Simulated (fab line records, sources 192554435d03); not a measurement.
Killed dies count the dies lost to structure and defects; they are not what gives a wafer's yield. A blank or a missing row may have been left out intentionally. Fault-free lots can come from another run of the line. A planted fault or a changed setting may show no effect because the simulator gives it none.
Lot-split experiment | flow n5_finfet | 21 wafers read from 7 lots, route of 1938 steps

== THE SPLIT ITSELF ==
At N5_BEOL_M0_SAQP_HM_DEP_02 (deposits TiN, target thk 12 nm), the setting target_thk_a was moved away from the recipe's 120 angstrom on 5 of the 21 wafers read, by -13.3% to +7.9%. For the rest of the wafers, this setting stayed at what the recipe calls for.

The split's own step is where the reading is taken.

== THE READING ==
TiN_of_BEOL_M0_SAQP_HM_DEP_02.thk_nm (the simulator's own value, which no gauge read), in nm, at N5_BEOL_M0_SAQP_HM_DEP_02 (deposits TiN, target thk 12 nm). The file does not state a usual value for it. The 16 wafers here that ran the recipe average 12.0 nm, standard deviation 0.18 nm.

wafer  | tool, chamber at the split | target_thk_a as run, angstrom | against the recipe | TiN_of_BEOL_M0_SAQP_HM_DEP_02.thk_nm, nm | against lot-mates on the recipe
L081.2 | pvd_sputter-03, -          | 120                           | recipe             | 12                                       | -
L081.4 | pvd_sputter-03, -          | 120                           | recipe             | 12                                       | -
L081.5 | pvd_sputter-03, -          | 120                           | recipe             | 12                                       | -
L082.2 | pvd_sputter-01, -          | 120                           | recipe             | 12.2                                     | -
L082.5 | pvd_sputter-01, -          | 120                           | recipe             | 12.2                                     | -
L082.3 | pvd_sputter-01, -          | 120                           | recipe             | 12.4                                     | -
L083.2 | pvd_sputter-03, -          | 120                           | recipe             | 12                                       | -
L083.3 | pvd_sputter-03, -          | 120                           | recipe             | 12                                       | -
L083.6 | pvd_sputter-03, -          | 120                           | recipe             | 12                                       | -
L086.1 | pvd_sputter-01, -          | 120                           | recipe             | 12                                       | -
L086.3 | pvd_sputter-01, -          | 120                           | recipe             | 12                                       | -
L086.5 | pvd_sputter-01, -          | 129.5                         | +7.9%              | 13                                       | +1.0
L087.1 | pvd_sputter-03, -          | 120                           | recipe             | 12.2                                     | -
L087.4 | pvd_sputter-03, -          | 120                           | recipe             | 12.2                                     | -
L087.5 | pvd_sputter-03, -          | 104.1                         | -13.3%             | 10.6                                     | -1.6
L092.1 | pvd_sputter-01, -          | 120                           | recipe             | 11.8                                     | -
L092.2 | pvd_sputter-01, -          | 120                           | recipe             | 12                                       | -
L092.5 | pvd_sputter-01, -          | 120                           | recipe             | 11.6                                     | -
L096.1 | pvd_sputter-02, -          | 111.4                         | -7.2%              | 11.4                                     | no lot-mate on the recipe
L096.2 | pvd_sputter-02, -          | 111.4                         | -7.2%              | 11.4                                     | no lot-mate on the recipe
L096.3 | pvd_sputter-02, -          | 111.4                         | -7.2%              | 11.4                                     | no lot-mate on the recipe

THE FIT
A straight line over all 21 wafers: TiN_of_BEOL_M0_SAQP_HM_DEP_02.thk_nm changes by +0.104 nm for each +1% of target_thk_a; r = +0.94; the points scatter about the line by 0.17 nm.
The same after taking each lot's own level away (the mean of its wafers on the recipe; 18 wafers): +0.122 nm for each +1%; r = +0.99; scatter 0.082 nm.
That fit puts the effect of the largest move of target_thk_a on the reading at 1.6 nm.
Across the lots, their own levels run from 11.80 to 12.27 nm, a range of 2.6 times the standard deviation given above.
Hence the slope depends on the lot-to-lot level, as the two fits are not the same.
Check: -1.67 nm against its lot-mates is what the line predicts for one of the wafers moved furthest among these (-13.3%) when that wafer is left out of the fit. Against them it came out at -1.6 nm.

== FURTHER SPLITS ON THESE WAFERS ==
Other splits were also applied to these wafers ahead of the reading. Each is held against what the fit with the lots' levels taken away leaves over:
other split on the same wafers             | wafers away from the commonest value | r with TiN_of_BEOL_M0_SAQP_HM_DEP_02.thk_nm (lot level and that fit taken away)
N5_MOL_CONTACT_COAG_EXPOSE_05 dose_mj      | 6                                    | -0.06
N5_MOL_CONTACT_COAG_CONTACT_ETCH_14 time_s | 10                                   | +0.07
N5_MOL_CONTACT_COAG_ALD_27 time_s          | 5                                    | +0.00
N5_MOL_CONTACT_COAG_COAT_76 spin_rpm       | 6                                    | +0.04

== THE FILE'S OWN FIT ==
TiN_of_BEOL_M0_SAQP_HM_DEP_02.thk_nm changes by +0.122 nm for each +1% of target_thk_a, r = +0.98.
